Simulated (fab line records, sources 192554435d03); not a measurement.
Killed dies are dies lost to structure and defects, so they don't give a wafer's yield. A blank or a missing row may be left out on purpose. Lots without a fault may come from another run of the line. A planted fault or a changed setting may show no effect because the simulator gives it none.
Split-lot experiment | flow n5_finfet | 7 lots, 21 wafers read, on a route of 1938 steps

THE SPLIT
At N5_BEOL_M11_ILD_DEP_00 (deposits SiCOH lowk from DEMS/porogen, target thk 308.51 nm, time 58 s), the setting time_s was moved away from the recipe's 58 s on 10 of the 21 wafers read, by -14.9% to +11.1%. The other wafers ran this setting at the recipe's value.

FROM THE SPLIT TO THE READING: what the file shows between them, 1 step
- N5_BEOL_M11_CURE_71: cures SiCOH lowk, time 240 s

THE READING
M11_ILD_THK, in nm, at N5_BEOL_M11_THK_MEAS_01. Fault-free wafers of this fab line usually give 268 nm, standard deviation 3.9 nm.

wafer  | tool, chamber at the split | time_s as run, s | against the recipe | M11_ILD_THK, nm | against lot-mates on the recipe
L080.2 | pecvd-03, 2                | 58               | recipe             | 262             | -
L080.3 | pecvd-03, 0                | 58               | recipe             | 266             | -
L080.4 | pecvd-03, 0                | 58               | recipe             | 272             | -
L081.1 | pecvd-03, 1                | 58               | recipe             | 263             | -
L081.4 | pecvd-03, 0                | 53.55            | -7.7%              | 247             | -16
L081.5 | pecvd-03, 1                | 53.55            | -7.7%              | 249             | -14
L085.1 | pecvd-03, 2                | 58               | recipe             | 257             | -
L085.2 | pecvd-03, 0                | 58               | recipe             | 261             | -
L085.5 | pecvd-03, 0                | 58               | recipe             | 266             | -
L086.2 | pecvd-03, 2                | 53.33            | -8.1%              | 245             | no lot-mate on the recipe
L086.4 | pecvd-03, 1                | 53.33            | -8.1%              | 250             | no lot-mate on the recipe
L086.6 | pecvd-03, 2                | 53.33            | -8.1%              | 250             | no lot-mate on the recipe
L089.3 | pecvd-04, 2                | 64.45            | +11.1%             | 291             | +24
L089.4 | pecvd-04, 1                | 58               | recipe             | 266             | -
L089.6 | pecvd-04, 2                | 58               | recipe             | 267             | -
L088.3 | pecvd-01, 1                | 62.56            | +7.9%              | 290             | +22
L088.4 | pecvd-01, 2                | 58               | recipe             | 268             | -
L088.5 | pecvd-01, 1                | 62.56            | +7.9%              | 292             | +24
L097.1 | pecvd-01, 0                | 49.33            | -14.9%             | 227             | -39
L097.3 | pecvd-01, 1                | 58               | recipe             | 266             | -
L097.6 | pecvd-01, 1                | 49.33            | -14.9%             | 230             | -36

THE FIT
A straight line over all 21 wafers: M11_ILD_THK changes by +2.49 nm for each +1% of time_s; r = +0.98; the points scatter about the line by 3.9 nm.
The same after taking each lot's own level away (the mean of its wafers on the recipe; 18 wafers): +2.46 nm for each +1%; r = +0.98; scatter 3.2 nm.
On that fit, the largest move of time_s shifts the reading by 37 nm.
The lots' own levels span 261.3 to 268.0 nm, that is 1.7 times the standard deviation above.
So the lot-to-lot level changes the slope little: the two slopes agree.
Check: with one of the wafers moved furthest among these (-14.9%) left out of the fit, the line predicts -34.9 nm for it against its lot-mates. It came out at -39 nm against them.

THE WHOLE CHAIN: every reading that the file lists as answering this split, in the file's order
step                    | what it does                                                           | reading                                                                                   | change (the file's fit)              | r (the file's)
N5_BEOL_M11_ILD_DEP_00  | deposits SiCOH lowk from DEMS/porogen, target thk 308.51 nm, time 58 s | SiCOH_lowk_of_BEOL_M11_ILD_DEP_00.thk_nm (the simulator's own value, which no gauge read) | +2.69 nm for each +1% of the setting | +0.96
N5_BEOL_M11_CURE_71     | cures SiCOH lowk, time 240 s                                           | SiCOH_lowk_of_BEOL_M11_ILD_DEP_00.thk_nm (the simulator's own value, which no gauge read) | +2.38 nm for each +1% of the setting | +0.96
N5_BEOL_M11_THK_MEAS_01 |                                                                        | M11_ILD_THK                                                                               | +2.38 for each +1% of the setting    | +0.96

THE FILE'S OWN FIT
M11_ILD_THK changes by +2.38 nm for each +1% of time_s, r = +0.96.
